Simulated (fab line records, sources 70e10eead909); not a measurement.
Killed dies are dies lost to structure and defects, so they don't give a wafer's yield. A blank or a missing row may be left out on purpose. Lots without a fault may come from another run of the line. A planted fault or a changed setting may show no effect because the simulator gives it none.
Chamber matching | flow nand_harc | NHARC_P_STI_DESCUM_14 on rie_diel-03: 4 sister chambers
The step chemistry O2, time 3 s. 14 wafers are shown with their chamber, then 7 later ones without.

WAFERS WITH THEIR CHAMBER
wafer  | chamber | drypump_motor_current_A (A) | rf_vpp_V (V) | oes_product_au (a.u.)
L901.3 | 2       | 6.3                         | 58.5         | 1.012
L901.5 | 2       | 6.3                         | 59.0         | 1.006
L901.6 | 3       | 5.7                         | 58.4         | 1.030
L903.1 | 1       | 6.1                         | 56.6         | 1.019
L903.2 | 0       | 5.4                         | 58.2         | 1.009
L903.3 | 3       | 5.7                         | 58.5         | 1.016
L904.4 | 1       | 6.1                         | 56.8         | 0.993
L904.5 | 0       | 5.4                         | 57.5         | 1.005
L904.6 | 3       | 5.6                         | 57.7         | 1.025
L905.3 | 2       | 6.4                         | 56.9         | 1.000
L905.5 | 2       | 6.4                         | 56.9         | 1.005
L905.6 | 3       | 5.7                         | 57.9         | 1.024
L906.1 | 0       | 5.5                         | 58.1         | 1.017
L906.2 | 2       | 6.4                         | 57.4         | 1.017

SIGNATURES (means of the wafers above)
reading                 | chamber 0 | chamber 1 | chamber 2 | chamber 3 | scatter within a chamber
drypump_motor_current_A | 5.433     | 6.100     | 6.360     | 5.675     | 0.0512
rf_vpp_V                | 57.933    | 56.700    | 57.740    | 58.125    | 0.667
oes_product_au          | 1.01033   | 1.00600   | 1.00800   | 1.02375   | 0.00829
Rule: a wafer's distance from a chamber is the root of the sum, over the readings, of the square of ((its reading less the chamber's mean) divided by the reading's scatter). The wafer belongs to the nearest chamber; if the next one is less than 2 further off, it can't be placed. The scatter: the root of (the sum of the squares of (reading less its chamber's mean) over the shown wafers, divided by (wafers less chambers)).

WAFERS WITHOUT THEIR CHAMBER
wafer  | drypump_motor_current_A (A) | rf_vpp_V (V) | oes_product_au (a.u.)
L906.6 | 5.4                         | 57.4         | 1.025
L907.1 | 6.3                         | 58.7         | 1.007
L907.2 | 6.1                         | 58.7         | 0.991
L907.6 | 5.7                         | 58.0         | 1.022
L908.3 | 5.5                         | 56.6         | 1.010
L908.4 | 6.3                         | 57.8         | 1.016
L908.5 | 5.5                         | 57.3         | 1.019

WHICH CHAMBER EACH WENT THROUGH
wafer  | from the rows above     | in truth
L906.6 | 0                       | 0
L907.1 | 2                       | 2
L907.2 | 1                       | 1
L907.6 | 3                       | 3
L908.3 | 0                       | 0
L908.4 | 2                       | 2
L908.5 | can't be placed: 0 or 3 | 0
Placed correctly: 6 of 7. Can't be placed from these rows: 1 (the true chamber is among the candidates in 1). Placed wrongly: 0.
